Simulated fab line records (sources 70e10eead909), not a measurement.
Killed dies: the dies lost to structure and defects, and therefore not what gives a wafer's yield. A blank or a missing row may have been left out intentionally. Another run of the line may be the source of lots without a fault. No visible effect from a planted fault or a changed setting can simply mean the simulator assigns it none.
Matching of chambers -- flow nand-harc -- NHARC_A_CONTACT_ETCH_98 on rie-diel-02: 4 sister chambers
The step etches the open film in C4F6/O2, target depth 20 nm, time 10 s. 4 wafers are shown with their chamber, then 8 later ones without.

## EACH WAFER AND ITS CHAMBER
wafer,chamber,showerhead-plenum-p-Torr (Torr)
L873.5,3,4.09
L880.5,0,4.02
L882.1,2,3.75
L882.5,1,3.90

## WAFERS WITHOUT THEIR CHAMBER
wafer,showerhead-plenum-p-Torr (Torr)
L883.1,3.90
L883.3,3.75
L891.1,4.08
L891.4,3.74
L891.6,4.01
L890.1,4.08
L890.4,4.01
L890.6,3.89

## WHICH CHAMBER EACH WENT THROUGH
wafer,from the rows above,in truth
L883.1,1,1
L883.3,2,2
L891.1,3,3
L891.4,2,2
L891.6,0,0
L890.1,3,3
L890.4,0,0
L890.6,1,1
Placed correctly: 8 of 8. Not placeable from these rows: 0. Number placed wrongly: 0.
How it was worked out, from the rows above alone: a wafer's distance from a chamber is the root of the sum, over the readings, of the square of ((its reading less the chamber's mean) divided by the reading's scatter). The wafer belongs to the nearest chamber; if the next one is less than 2 further off, it can't be placed. The mean given for a chamber averages the wafers shown for that chamber. The scatter: with one shown wafer a chamber, the root of the mean of the squares of how far each hidden wafer lies from its nearest shown one.
